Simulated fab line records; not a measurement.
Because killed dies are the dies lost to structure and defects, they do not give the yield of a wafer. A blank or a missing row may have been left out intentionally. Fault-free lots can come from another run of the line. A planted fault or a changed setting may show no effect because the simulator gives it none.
fab line records	flow nand_harc
record lots=24	wafers=72	last_day=34
route steps=1302 shown A_STAIRCASE@767 A_SGD_CUT@910
lots untouched by any fault: they come from a run of this same line in which no faults occurred
start_h: hours from the record's opening day to when the first of the lot's shown wafers began	wait_h: time in hours since the lot's previous step	" same as the row above	L1.1+2: a single row standing in for several wafers	- no value present, or no start provided	* or withheld: withheld	< > ~ a bound
route shown NAME@n: a module of which the file shows steps, and the number in the route of the first	usual: average and standard deviation across the fault-free wafers	same: alike in all rows	chamber/n: place in a boat	sites: each site's reading	_std_site: how widely they spread, as a standard deviation	_edge_site: the outer-site mean with the inner-site mean subtracted	radius_mm: for every site, how far away it sits from the centre of the wafer	mask NAME#n: copy n	behind: the last tool/chamber to shape the wafer	hold: why the lot went on hold/how many hours it stayed there/how the hold came to an end	device: which transistor (n, p or np) failed to switch	end of line: the route-end tests of the same wafers	a step given without rows: its recipe and nothing more	killed: dies that structure and defects cost at the first sort, which is not the same as the wafer's yield	map: shows each die of a wafer: x if killed, . if not, _ if none is there
set.NAME: the run value of the setting; set.NAME@STEP: its run value at that earlier step	model.NAME: the simulator's own value behind a step, which no gauge read
route steps across a sampled set of lots; one table per step, one row per wafer
services: a tool's chamber out of use, with start hour (start_h, from the record's first day; less than 0 if before it), hours out, and reason
## steps
# step NHARC_A_STAIRCASE_ETCH_253
# recipe target_depth_a=500	time_s=20.2	ion_energy_ev=400	c4f8_flow_sccm=20	o2_flow_sccm=10	ar_flow_sccm=withheld	rf_w=600	bias_w=1000	chemistry=C4F8/O2
# usual oes_product_au=0.958/0.017	rf_vpp_V=895/6
lot.wafer	tool	chamber	start_h	wait_h	oes_product_au	rf_hours_counter_h	rf_vpp_V
L075.1	rie_diel-02	3	367.92	0.1	0.947	48	892
L075.2	"	0	"	"	0.967	46	903
L075.5	"	2	"	"	0.937	-	893
L074.2	rie_diel-02	2	368.18	0.1	0.966	48	896
L074.4	"	0	"	"	0.999	46	905
L074.3	"	1	"	"	0.991	46	888
L076.3	rie_diel-12	2	389.73	0.1	0.982	34	887
L076.2	"	0	"	"	0.960	38	888
L076.5	"	1	"	"	0.970	-	894
L077.3	rie_diel-12	3	407.92	0.1	0.941	42	899
L077.4	"	1	"	"	0.961	45	895
L077.5	"	2	"	"	0.952	-	887
L079.2	rie_diel-13	3	414.72	0.1	0.981	19	902
L079.1	"	0	"	"	0.970	20	895
L079.4	"	2	"	"	0.979	14	890
L078.4	rie_diel-13	1	415.24	0.1	0.956	18	888
L078.6	"	1	"	"	0.971	-	888
L078.5	"	2	"	"	0.946	-	891
L081.2	rie_diel-13	0	430.89	0.1	0.962	23	893
L081.1	"	2	"	"	0.964	17	890
L081.5	"	0	"	"	0.951	-	895
L080.4	rie_diel-13	0	433.67	0.1	0.985	24	896
L080.3	"	1	"	"	0.965	22	886
L080.6	"	3	"	"	0.981	-	901
L082.2	rie_diel-02	0	446.08	0.1	0.942	13	905
L082.3	"	1	"	"	0.944	19	905
L082.4	"	1	"	"	0.950	-	906
L083.2	rie_diel-13	3	450.79	0.1	0.918	31	901
L083.3	"	0	"	"	0.924	30	896
L083.6	"	2	"	"	0.927	-	891
L084.3	rie_diel-13	1	466.86	0.1	0.958	33	887
L084.1	"	2	"	"	0.967	31	890
L084.6	"	3	"	"	0.983	-	900
L085.1	rie_diel-02	3	476.54	0.1	0.960	19	889
L085.3	"	0	"	"	0.950	25	903
L085.6	"	3	"	"	0.954	-	892
L086.4	rie_diel-13	3	486.19	0.1	0.968	42	900
L086.6	"	3	"	"	0.963	-	898
L086.5	"	0	"	"	0.942	-	896
L087.4	rie_diel-02	1	486.73	0.1	0.952	30	905
L087.2	"	3	"	"	0.948	24	891
L087.3	"	0	"	"	0.955	30	904
L088.2	rie_diel-12	1	516.35	0.1	0.967	19	893
L088.3	"	2	"	"	0.989	23	904
L088.5	"	3	"	"	0.977	-	899
L089.4	rie_diel-12	3	521.76	0.1	0.964	24	898
L089.2	"	0	"	"	0.952	21	886
L089.5	"	3	"	"	0.962	-	899
L090.4	rie_diel-02	1	531.55	0.1	0.976	43	904
L090.1	"	3	"	"	0.968	42	890
L090.5	"	1	"	"	0.977	-	906
L091.1	rie_diel-02	2	532.11	0.1	0.950	45	893
L091.3	"	3	"	"	0.948	42	890
L091.5	"	3	"	"	0.937	-	891
L092.1	rie_diel-12	1	541.92	0.1	0.952	29	894
L092.3	"	2	"	"	0.957	31	906
L092.5	"	2	"	"	0.950	-	905
L093.4	rie_diel-12	2	554.15	0.1	0.937	35	905
L093.3	"	0	"	"	0.928	35	887
L093.5	"	3	"	"	0.917	-	901
L096.3	rie_diel-12	1	573.75	0.1	0.956	36	895
L096.1	"	0	"	"	0.954	40	887
L096.6	"	1	"	"	0.964	-	895
L094.2	rie_diel-12	3	574.01	0.1	0.954	42	898
L094.3	"	1	"	"	0.968	36	893
L094.4	"	3	"	"	0.950	-	899
L095.4	rie_diel-12	0	575.76	0.0	0.966	-	887
L095.6	"	1	"	"	0.979	-	893
L095.5	"	3	"	"	0.956	-	898
L097.3	rie_diel-13	0	594.87	0.1	0.952	18	894
L097.4	"	1	"	"	0.982	22	888
L097.5	"	0	"	"	0.957	-	894
# step NHARC_A_STAIRCASE_HM_OPEN_457
# recipe o2_flow_sccm=400	cos_flow_sccm=20	ar_flow_sccm=0	rf_w=500	bias_w=300	chemistry=O2/COS
# usual drypump_motor_current_A=5.8/0.6	oes_product_au=1.001/0.0087	rf_vpp_V=466/3.2	showerhead_plenum_p_Torr=3.09/0.15	throttle_valve_pct=28.331/0.0086
lot.wafer	tool	chamber	start_h	wait_h	drypump_motor_current_A	oes_product_au	rf_hours_counter_h	rf_vpp_V	showerhead_plenum_p_Torr	throttle_valve_pct
L075.1	rie_diel-13	1	-	-	6.3	0.999	8	463	2.93	28.326
L075.2	"	2	"	"	5.2	0.989	4	467	2.98	28.332
L075.5	"	1	"	"	6.3	1.004	-	465	2.93	28.328
L074.2	rie_diel-02	2	-	-	6.5	0.997	49	466	3.07	28.337
L074.3	"	3	"	"	5.9	0.988	48	465	3.03	28.340
L074.4	"	0	"	"	5.8	0.993	47	472	3.35	28.342
L076.2	rie_diel-13	2	-	-	5.2	1.021	8	464	2.98	28.317
L076.3	"	3	"	"	5.4	1.013	13	471	3.23	28.311
L076.5	"	1	"	"	6.3	1.013	-	463	2.93	28.328
L077.3	rie_diel-12	0	-	-	4.9	1.002	48	463	2.93	28.337
L077.4	"	3	"	"	5.7	1.010	45	470	3.21	28.343
L077.5	"	1	"	"	6.5	1.015	-	466	3.09	28.333
L079.4	rie_diel-13	0	-	-	6.2	1.007	21	467	3.10	28.323
L079.2	"	1	"	"	6.3	0.993	19	463	2.92	28.327
L079.1	"	2	"	"	5.3	0.998	14	464	2.98	28.341
L078.4	rie_diel-02	0	-	-	5.8	0.992	7	471	3.34	28.322
L078.5	"	2	"	"	6.5	0.999	-	466	3.07	28.327
L078.6	"	3	"	"	5.9	1.004	-	466	3.02	28.337
L081.2	rie_diel-02	0	-	-	5.8	0.988	10	472	3.34	28.336
L081.1	"	2	"	"	6.6	1.002	12	467	3.06	28.349
L081.5	"	1	"	"	5.0	0.993	-	472	3.36	28.341
L080.3	rie_diel-12	1	-	-	6.5	1.004	63	468	3.08	28.334
L080.4	"	2	"	"	5.1	1.005	52	462	2.89	28.333
L080.6	"	0	"	"	4.9	0.999	-	464	2.93	28.325
L082.4	rie_diel-13	0	-	-	6.2	0.995	30	466	3.09	28.314
L082.2	"	1	"	"	6.3	1.010	28	462	2.92	28.333
L082.3	"	2	"	"	5.3	1.006	25	463	2.97	28.322
L083.3	rie_diel-13	2	-	-	5.3	0.999	27	465	2.97	28.315
L083.2	"	3	"	"	5.4	0.987	33	469	3.22	28.323
L083.6	"	2	"	"	5.3	1.000	-	464	2.97	28.323
L084.3	rie_diel-02	3	-	-	5.9	1.005	16	465	3.02	28.321
L084.1	"	0	"	"	5.8	0.995	22	470	3.33	28.339
L084.6	"	2	"	"	6.5	0.992	-	466	3.06	28.338
L085.1	rie_diel-12	0	-	-	4.9	1.005	7	462	2.92	28.327
L085.3	"	3	"	"	5.7	0.985	10	468	3.20	28.331
L085.6	"	1	"	"	6.5	1.008	-	466	3.08	28.321
L086.4	rie_diel-13	1	-	-	6.3	0.996	42	463	2.91	28.336
L086.5	"	0	"	"	6.2	0.997	-	466	3.09	28.342
L086.6	"	1	"	"	6.3	1.004	-	463	2.91	28.347
L087.2	rie_diel-12	2	-	-	5.1	1.014	13	472	3.37	28.332
L087.3	"	3	"	"	5.7	0.996	14	467	3.20	28.339
L087.4	"	0	"	"	4.9	0.997	10	463	2.92	28.340
L088.2	rie_diel-13	2	-	-	5.3	1.011	50	463	2.96	28.326
L088.3	"	3	"	"	5.4	1.010	51	468	3.21	28.327
L088.5	"	2	"	"	5.3	1.011	-	463	2.96	28.334
L089.2	rie_diel-12	2	-	-	5.1	1.016	26	472	3.36	28.350
L089.4	"	3	"	"	5.7	1.003	26	470	3.19	28.329
L089.5	"	1	"	"	6.5	1.005	-	468	3.07	28.337
L090.1	rie_diel-13	2	-	-	5.3	0.998	1	465	2.96	28.339
L090.4	"	3	"	"	5.4	0.999	1	469	3.21	28.318
L090.5	"	1	"	"	6.3	1.007	-	462	2.91	28.328
L091.3	rie_diel-12	3	-	-	5.7	1.003	30	469	3.19	28.333
L091.1	"	1	"	"	6.5	1.023	27	464	3.07	28.324
L091.5	"	3	"	"	5.7	0.998	-	468	3.19	28.337
L092.3	rie_diel-13	1	-	-	6.3	1.003	4	462	2.91	28.322
L092.1	"	3	"	"	5.4	1.011	4	469	3.21	28.341
L092.5	"	2	"	"	5.3	0.994	-	462	2.96	28.323
L093.4	rie_diel-12	2	-	-	5.1	1.016	35	473	3.35	28.316
L093.3	"	3	"	"	5.7	0.990	37	470	3.19	28.340
L093.5	"	2	"	"	5.1	1.021	-	471	3.35	28.330
L096.1	rie_diel-13	3	-	-	5.4	1.015	13	470	3.21	28.331
L096.3	"	2	"	"	5.3	1.003	15	464	2.95	28.329
L096.6	"	3	"	"	5.4	1.007	-	470	3.21	28.328
L094.2	rie_diel-12	0	-	-	4.9	1.001	42	463	2.91	28.326
L094.3	"	2	"	"	5.1	1.004	40	473	3.35	28.334
L094.4	"	3	"	"	5.7	0.994	43	468	3.19	28.326
L095.4	rie_diel-12	1	-	-	6.5	1.010	40	466	3.06	28.342
L095.5	"	1	"	"	6.5	1.010	-	466	3.06	28.334
L095.6	"	2	"	"	5.1	1.000	-	472	3.35	28.332
L097.4	rie_diel-02	2	-	-	6.6	0.992	10	466	3.04	28.303
L097.3	"	0	"	"	5.8	1.004	7	471	3.31	28.322
L097.5	"	2	"	"	6.5	0.985	-	465	3.04	28.326
# step NHARC_A_STAIRCASE_HM_DEP_462
# recipe target_thk_a=8000	temp_c=400	material=aC
# usual throttle_valve_pct=35.000/0.0095
lot.wafer	tool	chamber	start_h	wait_h	throttle_valve_pct
L075.1	acl_dep-03	0	385.82	2.6	34.989
L075.2	"	0	"	"	34.989
L075.5	"	0	"	"	35.004
L074.2	acl_dep-02	0	385.98	2.8	34.999
L074.3	"	0	"	"	34.986
L074.4	"	0	"	"	34.991
L076.2	acl_dep-03	0	402.79	0.7	35.000
L076.3	"	0	"	"	35.013
L076.5	"	0	"	"	35.013
L077.3	acl_dep-03	0	425.40	2.4	35.004
L077.4	"	0	"	"	34.991
L077.5	"	0	"	"	34.990
L079.1	acl_dep-03	0	432.38	3.5	35.005
L079.2	"	0	"	"	34.995
L079.4	"	0	"	"	35.014
L078.4	acl_dep-03	0	436.87	6.7	35.004
L078.5	"	0	"	"	35.009
L078.6	"	0	"	"	34.996
L081.1	acl_dep-03	0	450.39	0.9	34.992
L081.2	"	0	"	"	35.000
L081.5	"	0	"	"	34.993
L080.3	acl_dep-02	0	451.56	1.7	34.992
L080.4	"	0	"	"	35.008
L080.6	"	0	"	"	34.991
L082.2	acl_dep-03	0	461.07	1.9	35.003
L082.3	"	0	"	"	35.014
L082.4	"	0	"	"	34.992
L083.2	acl_dep-01	0	464.30	0.4	35.014
L083.3	"	0	"	"	34.994
L083.6	"	0	"	"	35.002
L084.1	acl_dep-02	0	480.23	0.1	34.995
L084.3	"	0	"	"	34.993
L084.6	"	0	"	"	35.015
L085.1	acl_dep-02	0	491.71	2.7	34.987
L085.3	"	0	"	"	34.987
L085.6	"	0	"	"	34.992
L087.2	acl_dep-01	0	507.49	0.4	34.988
L087.3	"	0	"	"	34.998
L087.4	"	0	"	"	34.999
L086.4	acl_dep-03	0	507.81	1.0	34.995
L086.5	"	0	"	"	35.004
L086.6	"	0	"	"	35.007
L088.2	acl_dep-03	0	535.43	2.2	35.007
L088.3	"	0	"	"	34.986
L088.5	"	0	"	"	35.007
L089.2	acl_dep-01	0	535.76	1.1	34.986
L089.4	"	0	"	"	34.985
L089.5	"	0	"	"	34.989
L090.1	acl_dep-02	0	543.33	0.1	34.992
L090.4	"	0	"	"	35.000
L090.5	"	0	"	"	34.993
L091.1	acl_dep-03	0	545.57	0.1	35.012
L091.3	"	0	"	"	34.990
L091.5	"	0	"	"	34.992
L092.1	acl_dep-02	0	558.87	1.9	35.007
L092.3	"	0	"	"	35.005
L092.5	"	0	"	"	34.988
L093.3	acl_dep-01	0	573.97	4.1	35.002
L093.4	"	0	"	"	34.998
L093.5	"	0	"	"	35.002
L096.1	acl_dep-01	0	587.47	0.1	34.988
L096.3	"	0	"	"	34.994
L096.6	"	0	"	"	35.006
L094.2	acl_dep-02	0	590.83	0.4	34.992
L094.3	"	0	"	"	34.997
L094.4	"	0	"	"	34.999
L095.4	acl_dep-03	0	593.18	1.0	34.990
L095.5	"	0	"	"	35.010
L095.6	"	0	"	"	35.005
L097.3	acl_dep-03	0	612.48	5.1	34.990
L097.4	"	0	"	"	35.016
L097.5	"	0	"	"	34.982
# step NHARC_A_STAIRCASE_ETCH_315
# recipe target_depth_a=25000	time_s=607.1	ion_energy_ev=800	c4f8_flow_sccm=80	o2_flow_sccm=60	ar_flow_sccm=withheld	rf_w=600	bias_w=3000	chemistry=C4F8/O2/Ar
# usual oes_product_au=0.933/0.0098	rf_vpp_V=1825/13
lot.wafer	tool	chamber	start_h	wait_h	oes_product_au	rf_hours_counter_h	rf_vpp_V
L074.2	rie_diel-13	3	-	-	0.930	13	1836
L074.3	"	0	"	"	0.926	13	1825
L074.4	"	1	"	"	0.929	12	1811
L075.1	rie_diel-02	1	-	-	0.942	53	1807
L075.2	"	0	"	"	0.939	51	1844
L075.5	"	2	"	"	0.928	-	1823
L076.3	rie_diel-02	2	-	-	0.965	1	1822
L076.2	"	0	"	"	0.941	1	1845
L076.5	"	2	"	"	0.960	-	1822
L077.3	rie_diel-12	0	-	-	0.924	57	1809
L077.4	"	3	"	"	0.937	51	1834
L077.5	"	0	"	"	0.921	-	1809
L079.2	rie_diel-12	3	-	-	0.939	53	1833
L079.4	"	0	"	"	0.926	59	1810
L079.1	"	2	"	"	0.939	50	1806
L078.4	rie_diel-02	2	-	-	0.926	-	1822
L078.6	"	0	"	"	0.918	-	1843
L078.5	"	1	"	"	0.920	-	1847
L081.2	rie_diel-13	2	-	-	0.932	27	1813
L081.1	"	0	"	"	0.937	31	1826
L081.5	"	3	"	"	0.926	-	1835
L080.3	rie_diel-02	1	-	-	0.917	24	1847
L080.4	"	0	"	"	0.929	-	1844
L080.6	"	1	"	"	0.925	-	1845
L082.2	rie_diel-13	1	-	-	0.942	32	1809
L082.3	"	2	"	"	0.941	30	1815
L082.4	"	3	"	"	0.925	35	1835
L083.2	rie_diel-12	3	-	-	0.921	5	1834
L083.3	"	0	"	"	0.956	2	1809
L083.6	"	0	"	"	0.949	-	1811
L084.1	rie_diel-12	0	-	-	0.925	9	1810
L084.3	"	1	"	"	0.951	7	1821
L084.6	"	0	"	"	0.931	-	1811
L085.1	rie_diel-13	0	-	-	0.924	40	1824
L085.3	"	2	"	"	0.925	41	1813
L085.6	"	2	"	"	0.927	-	1813
L086.4	rie_diel-02	1	-	-	0.931	35	1845
L086.5	"	2	"	"	0.945	-	1820
L086.6	"	3	"	"	0.955	-	1818
L087.3	rie_diel-13	1	-	-	0.941	46	1808
L087.2	"	3	"	"	0.942	46	1835
L087.4	"	0	"	"	0.938	43	1825
L088.3	rie_diel-02	3	-	-	0.928	43	1816
L088.2	"	1	"	"	0.924	45	1845
L088.5	"	2	"	"	0.937	-	1821
L089.2	rie_diel-13	1	-	-	0.938	3	1809
L089.4	"	2	"	"	0.918	2	1813
L089.5	"	0	"	"	0.924	-	1824
L090.4	rie_diel-02	1	-	-	0.930	46	1844
L090.1	"	0	"	"	0.934	49	1842
L090.5	"	1	"	"	0.937	-	1844
L091.1	rie_diel-12	3	-	-	0.926	36	1832
L091.3	"	0	"	"	0.938	35	1809
L091.5	"	2	"	"	0.946	-	1846
L092.3	rie_diel-12	2	-	-	0.954	36	1844
L092.1	"	3	"	"	0.935	38	1832
L092.5	"	1	"	"	0.937	-	1823
L093.4	rie_diel-12	3	-	-	0.921	42	1834
L093.3	"	0	"	"	0.927	41	1810
L093.5	"	1	"	"	0.941	-	1821
L096.1	rie_diel-13	3	-	-	0.934	18	1834
L096.3	"	2	"	"	0.929	22	1813
L096.6	"	3	"	"	0.940	-	1833
L094.3	rie_diel-12	0	-	-	0.928	50	1810
L094.2	"	2	"	"	0.938	47	1844
L094.4	"	3	"	"	0.927	50	1832
L095.4	rie_diel-13	3	-	-	0.945	19	1833
L095.5	"	2	"	"	0.933	-	1813
L095.6	"	3	"	"	0.941	-	1832
L097.4	rie_diel-02	3	-	-	0.920	13	1815
L097.3	"	2	"	"	0.921	15	1820
L097.5	"	0	"	"	0.930	-	1841
# step NHARC_A_SGD_CUT_STRIP_17
# recipe o2_flow_sccm=500	ar_flow_sccm=0	bias_w=0	chemistry=O2
# usual drypump_motor_current_A=5.8/0.45	oes_product_au=1.000/0.011	rf_vpp_V=57.8/0.81	showerhead_plenum_p_Torr=3.52/0.14	throttle_valve_pct=17.037/0.0086
lot.wafer	tool	chamber	start_h	wait_h	drypump_motor_current_A	oes_product_au	rf_hours_counter_h	rf_vpp_V	showerhead_plenum_p_Torr	throttle_valve_pct
L074.4	rie_diel-06	0	-	-	6.2	1.014	7.5	57.5	3.65	17.022
L074.2	"	2	"	"	6.1	1.010	6.2	57.0	3.32	17.051
L074.3	"	3	"	"	5.3	0.991	6.5	58.9	3.50	17.038
L075.2	rie_diel-04	2	-	-	5.6	0.997	4.3	56.7	3.49	17.035
L075.1	"	3	"	"	6.5	0.986	4.4	57.3	3.39	17.040
L075.5	"	1	"	"	5.7	0.985	-	58.7	3.63	17.032
L076.3	rie_diel-04	2	-	-	5.5	1.022	4.7	57.2	3.49	17.047
L076.2	"	0	"	"	4.9	1.013	4.7	57.8	3.63	17.037
L076.5	"	1	"	"	5.8	1.007	-	57.9	3.63	17.033
L077.3	rie_diel-06	3	-	-	5.3	1.005	8.9	58.4	3.50	17.020
L077.5	"	3	"	"	5.3	1.006	-	56.6	3.50	17.034
L077.4	"	1	"	"	5.9	1.027	-	59.8	3.65	17.051
L079.2	rie_diel-04	1	-	-	5.7	1.002	6.5	58.6	3.63	17.033
L079.4	"	2	"	"	5.6	0.988	6.8	56.4	3.49	17.040
L079.1	"	3	"	"	6.5	0.993	7.2	57.8	3.39	17.049
L078.4	rie_diel-04	3	-	-	6.5	0.997	7.6	58.0	3.39	17.026
L078.5	"	2	"	"	5.5	1.004	-	59.3	3.49	17.043
L078.6	"	3	"	"	6.5	1.007	-	58.2	3.39	17.052
L081.1	rie_diel-06	3	-	-	5.3	1.019	1.8	57.6	3.50	17.034
L081.2	"	0	"	"	6.2	0.992	1.8	58.3	3.65	17.046
L081.5	"	1	"	"	5.9	1.016	-	58.2	3.65	17.036
L080.4	rie_diel-07	2	-	-	5.6	0.995	2.8	56.5	3.41	17.036
L080.3	"	0	"	"	6.0	0.992	3.1	55.9	3.39	17.038
L080.6	"	3	"	"	6.5	1.003	-	58.4	3.75	17.043
L083.3	rie_diel-07	2	-	-	5.6	1.001	3.4	58.3	3.41	17.040
L083.2	"	1	"	"	5.3	1.003	3.6	56.9	3.39	17.045
L083.6	"	2	"	"	5.5	1.003	-	58.3	3.41	17.043
L082.3	rie_diel-04	0	-	-	4.9	0.997	8.4	58.3	3.63	17.038
L082.4	"	1	"	"	5.7	0.999	8.0	57.8	3.63	17.033
L082.2	"	3	"	"	6.5	0.986	8.7	56.7	3.39	17.036
L084.1	rie_diel-07	2	-	-	5.6	0.991	5.6	58.0	3.41	17.040
L084.3	"	3	"	"	6.5	0.989	4.2	59.1	3.75	17.039
L084.6	"	2	"	"	5.6	0.985	-	57.9	3.41	17.031
L085.1	rie_diel-07	1	-	-	5.3	1.000	7.1	57.5	3.38	17.041
L085.3	"	2	"	"	5.6	0.989	7.0	56.9	3.41	17.040
L085.6	"	0	"	"	6.0	1.001	-	58.2	3.39	17.044
L086.6	rie_diel-06	0	-	-	6.1	0.999	-	57.1	3.65	17.029
L086.5	"	1	"	"	5.9	0.997	-	57.5	3.65	17.035
L086.4	"	3	"	"	5.3	1.019	-	57.4	3.50	17.036
L087.2	rie_diel-07	2	-	-	5.6	0.995	8.2	56.5	3.41	17.039
L087.3	"	3	"	"	6.5	1.000	6.2	58.1	3.75	17.035
L087.4	"	0	"	"	6.0	0.999	7.4	57.8	3.39	17.028
L088.3	rie_diel-07	2	-	-	5.6	0.990	9.5	56.7	3.41	17.032
L088.2	"	0	"	"	6.0	0.997	9.5	56.5	3.39	17.029
L088.5	"	2	"	"	5.6	0.986	-	58.1	3.41	17.047
L089.2	rie_diel-06	1	-	-	5.9	0.979	5.3	57.8	3.65	17.027
L089.4	"	0	"	"	6.1	1.004	5.7	57.7	3.65	17.035
L089.5	"	1	"	"	5.9	0.986	-	57.9	3.65	17.040
L091.3	rie_diel-06	3	-	-	5.3	1.013	6.5	59.1	3.50	17.037
L091.1	"	0	"	"	6.1	0.989	6.5	57.0	3.65	17.032
L091.5	"	3	"	"	5.3	1.012	-	57.9	3.50	17.036
L090.1	rie_diel-07	2	-	-	5.6	0.991	11.0	58.3	3.41	17.043
L090.4	"	3	"	"	6.6	0.999	-	59.5	3.74	17.040
L090.5	"	0	"	"	6.0	1.005	-	58.0	3.39	17.035
L092.1	rie_diel-04	2	-	-	5.5	1.004	5.0	57.1	3.49	17.027
L092.3	"	1	"	"	5.7	1.020	6.1	56.8	3.62	17.037
L092.5	"	2	"	"	5.5	1.007	-	57.9	3.49	17.040
L093.3	rie_diel-06	0	-	-	6.2	1.005	7.6	58.1	3.65	17.059
L093.4	"	1	"	"	5.9	0.982	7.2	58.4	3.65	17.038
L093.5	"	0	"	"	6.2	0.997	-	57.5	3.65	17.030
L096.3	rie_diel-06	1	-	-	5.9	0.985	7.9	58.6	3.65	17.021
L096.1	"	0	"	"	6.1	1.000	8.3	57.1	3.64	17.043
L096.6	"	2	"	"	6.2	0.981	-	57.7	3.32	17.035
L094.4	rie_diel-07	1	-	-	5.4	0.993	14.1	56.1	3.38	17.033
L094.3	"	2	"	"	5.6	0.985	14.0	58.9	3.41	17.023
L094.2	"	3	"	"	6.5	0.997	13.0	57.5	3.74	17.037
L095.4	rie_diel-04	2	-	-	5.5	1.008	6.8	56.7	3.49	17.039
L095.6	"	1	"	"	5.7	1.006	-	58.6	3.62	17.019
L095.5	"	2	"	"	5.5	1.000	-	56.5	3.49	17.043
L097.4	rie_diel-07	0	-	-	6.0	1.006	1.1	58.3	3.39	17.051
L097.3	"	2	"	"	5.6	0.995	1.1	56.3	3.40	17.041
L097.5	"	0	"	"	6.0	0.997	-	58.0	3.39	17.025
# step NHARC_A_SGD_CUT_CMP_21
# recipe target_thk_nm=148.19
# usual motor_current_A=12.2/1.4	pad_life_wafers=212/110	time_to_endpoint_s=50/3.1
lot.wafer	tool	chamber	start_h	wait_h	motor_current_A	pad_life_wafers	time_to_endpoint_s
L074.2	cmp-03	3	452.02	0.4	15.1	354	48
L074.4	"	0	"	"	11.2	355	47
L074.3	"	2	"	"	10.7	357	47
L075.1	cmp-01	3	452.07	0.4	11.8	284	53
L075.2	"	0	"	"	12.0	285	50
L075.5	"	2	"	"	10.4	-	53
L076.3	cmp-03	0	463.80	0.4	10.4	6	54
L076.2	"	3	"	"	14.4	9	52
L076.5	"	1	"	"	13.4	-	53
L077.4	cmp-03	1	485.18	0.4	13.0	98	49
L077.3	"	2	"	"	11.1	99	51
L077.5	"	3	"	"	12.9	-	50
L079.4	cmp-04	1	496.42	0.4	12.2	288	50
L079.2	"	2	"	"	12.1	289	49
L079.1	"	0	"	"	10.9	291	51
L078.4	cmp-04	2	511.62	0.4	12.1	21	48
L078.6	"	3	"	"	12.8	-	55
L078.5	"	0	"	"	10.6	-	51
L081.2	cmp-03	2	518.65	0.4	11.2	187	48
L081.1	"	3	"	"	14.4	188	48
L081.5	"	1	"	"	13.6	-	51
L080.3	cmp-03	0	521.83	0.4	11.0	200	48
L080.4	"	1	"	"	13.6	201	46
L080.6	"	3	"	"	13.3	-	45
L082.3	cmp-04	2	529.13	0.4	11.8	90	48
L082.2	"	0	"	"	10.7	92	57
L082.4	"	1	"	"	11.8	93	52
L083.2	cmp-03	0	529.14	0.4	11.1	216	52
L083.3	"	3	"	"	14.2	219	48
L083.6	"	1	"	"	13.3	-	51
L084.1	cmp-01	3	543.64	0.4	11.6	241	49
L084.3	"	1	"	"	14.9	243	49
L084.6	"	2	"	"	11.1	-	53
L085.1	cmp-04	3	559.12	0.4	12.2	192	55
L085.3	"	0	"	"	11.2	193	53
L085.6	"	3	"	"	12.1	-	59
L087.4	cmp-01	0	566.64	0.4	12.0	342	46
L087.2	"	2	"	"	11.2	344	50
L087.3	"	3	"	"	11.6	345	51
L086.4	cmp-04	0	566.68	0.4	10.5	200	51
L086.5	"	2	"	"	12.3	-	50
L086.6	"	3	"	"	12.5	-	55
L088.3	cmp-01	2	601.01	0.4	11.0	66	54
L088.2	"	1	"	"	14.4	69	49
L088.5	"	2	"	"	10.7	-	55
L089.4	cmp-03	1	601.04	0.4	12.7	157	48
L089.2	"	3	"	"	14.2	159	48
L089.5	"	1	"	"	12.3	-	50
L091.3	cmp-04	2	611.00	0.4	12.2	19	51
L091.1	"	0	"	"	10.9	21	53
L091.5	"	1	"	"	11.9	-	50
L090.4	cmp-03	1	611.00	0.4	13.5	229	47
L090.1	"	3	"	"	14.6	231	44
L090.5	"	0	"	"	10.9	-	48
L092.1	cmp-03	1	626.29	0.4	13.4	296	50
L092.3	"	2	"	"	11.2	297	50
L092.5	"	3	"	"	14.5	-	47
L093.3	cmp-03	0	636.85	0.4	11.0	343	50
L093.4	"	2	"	"	10.8	345	47
L093.5	"	0	"	"	11.0	-	49
L094.3	cmp-01	0	647.19	0.4	12.9	294	49
L094.2	"	2	"	"	10.9	296	51
L094.4	"	3	"	"	12.3	297	51
L096.1	cmp-03	3	647.19	0.4	14.3	396	47
L096.3	"	0	"	"	10.8	397	49
L096.6	"	0	"	"	11.4	-	48
L095.4	cmp-01	1	650.25	0.4	15.1	309	51
L095.5	"	2	"	"	10.8	-	54
L095.6	"	3	"	"	11.3	-	54
L097.3	cmp-04	2	675.94	0.4	12.7	236	48
L097.4	"	3	"	"	12.2	237	58
L097.5	"	1	"	"	12.0	-	51
## services
tool	chamber	start_h	hours	kind
rie_diel-13	-	344.18	9.0	pm
cmp-03	-	350.88	3.5	repair
cmp-03	-	355.07	1.0	repair
cmp-03	-	358.61	4.0	pm
rie_diel-13	-	359.23	0.7	repair
rie_diel-13	2	366.09	6.4	repair
cmp-03	-	366.76	0.5	repair
rie_diel-02	0	377.40	2.1	repair
rie_diel-12	2	378.86	2.6	repair
rie_diel-02	-	394.46	9.0	pm
cmp-03	-	409.11	0.8	repair
rie_diel-13	-	423.11	5.7	repair
rie_diel-02	0	424.08	12.3	repair
rie_diel-02	3	434.93	28.6	repair
rie_diel-12	-	445.82	9.0	pm
rie_diel-12	1	469.74	9.5	repair
rie_diel-13	0	475.54	6.6	repair
acl_dep-03	-	484.35	13.0	pm
rie_diel-13	3	499.83	6.7	repair
rie_diel-13	-	521.79	9.0	pm
rie_diel-02	2	547.77	7.8	repair
rie_diel-12	-	625.42	9.0	pm
rie_diel-02	3	640.50	3.0	repair
acl_dep-03	-	665.35	13.0	pm
## key
fault none
